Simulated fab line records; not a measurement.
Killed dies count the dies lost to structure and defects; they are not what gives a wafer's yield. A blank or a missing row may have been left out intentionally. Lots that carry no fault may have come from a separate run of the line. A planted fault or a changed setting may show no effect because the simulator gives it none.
Matching of chambers | flow nand-harc | NHARC_A_STAIRCASE_TRIM_196 on rie-diel-04 has 4 sister chambers
The step chemistry O2, time 211.2 s. 16 wafers are shown with their chamber, then 8 later ones without.

== WAFERS, EACH WITH ITS CHAMBER ==
wafer  | chamber | showerhead-plenum-p-Torr (Torr) | oes-product-au (a.u.) | throttle-valve-pct (%)
L074.1 | 1       | 3.59                            | 1.006                 | 17.050
L074.5 | 1       | 3.59                            | 1.012                 | 17.033
L074.6 | 2       | 3.58                            | 1.015                 | 17.043
L076.1 | 3       | 3.78                            | 0.984                 | 17.033
L076.2 | 2       | 3.58                            | 0.995                 | 17.021
L076.6 | 0       | 3.41                            | 1.010                 | 17.026
L075.1 | 3       | 3.78                            | 0.994                 | 17.029
L075.2 | 1       | 3.59                            | 1.006                 | 17.053
L075.5 | 0       | 3.41                            | 1.014                 | 17.027
L080.4 | 3       | 3.78                            | 0.984                 | 17.025
L080.5 | 1       | 3.59                            | 0.996                 | 17.031
L080.6 | 2       | 3.58                            | 1.005                 | 17.034
L087.1 | 2       | 3.57                            | 1.003                 | 17.038
L087.2 | 1       | 3.59                            | 1.005                 | 17.044
L087.6 | 3       | 3.77                            | 0.986                 | 17.044
L089.2 | 3       | 3.77                            | 0.993                 | 17.037

SIGNATURES, as means of the wafers listed above
reading                  | chamber 0 | chamber 1 | chamber 2 | chamber 3 | scatter within a chamber
showerhead-plenum-p-Torr | 3.4100    | 3.5900    | 3.5775    | 3.7760    | 0.00403
oes-product-au           | 1.01200   | 1.00500   | 1.00450   | 0.98820   | 0.00605
throttle-valve-pct       | 17.02650  | 17.04220  | 17.03400  | 17.03360  | 0.00853
Rule: for a wafer and a chamber, the distance is found by dividing, reading by reading, the gap between the wafer's reading and the chamber's mean by the reading's scatter, squaring, summing and taking the root. The wafer belongs to the nearest chamber; if the next one is less than 2 further off, it can't be placed. The scatter: take each reading less its chamber's mean, square it, sum over the shown wafers, divide by the number of wafers less the number of chambers, and take the root.

== WAFERS WHOSE CHAMBER IS MISSING ==
wafer  | showerhead-plenum-p-Torr (Torr) | oes-product-au (a.u.) | throttle-valve-pct (%)
L089.4 | 3.40                            | 1.010                 | 17.021
L089.5 | 3.58                            | 1.000                 | 17.057
L093.1 | 3.58                            | 0.994                 | 17.044
L093.2 | 3.57                            | 0.995                 | 17.030
L093.6 | 3.76                            | 0.997                 | 17.023
L095.2 | 3.57                            | 1.012                 | 17.032
L095.4 | 3.39                            | 1.008                 | 17.041
L095.5 | 3.57                            | 1.000                 | 17.037

== WHICH CHAMBER EACH WENT THROUGH ==
wafer  | from the rows above     | in truth
L089.4 | 0                       | 0
L089.5 | can't be placed: 2 or 1 | 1
L093.1 | can't be placed: 2 or 1 | 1
L093.2 | 2                       | 2
L093.6 | 3                       | 3
L095.2 | 2                       | 2
L095.4 | 0                       | 0
L095.5 | 2                       | 2
Placed correctly: 6 of 8. Can't be placed from these rows: 2 (the true chamber is among the candidates in 2). Number placed wrongly: 0.
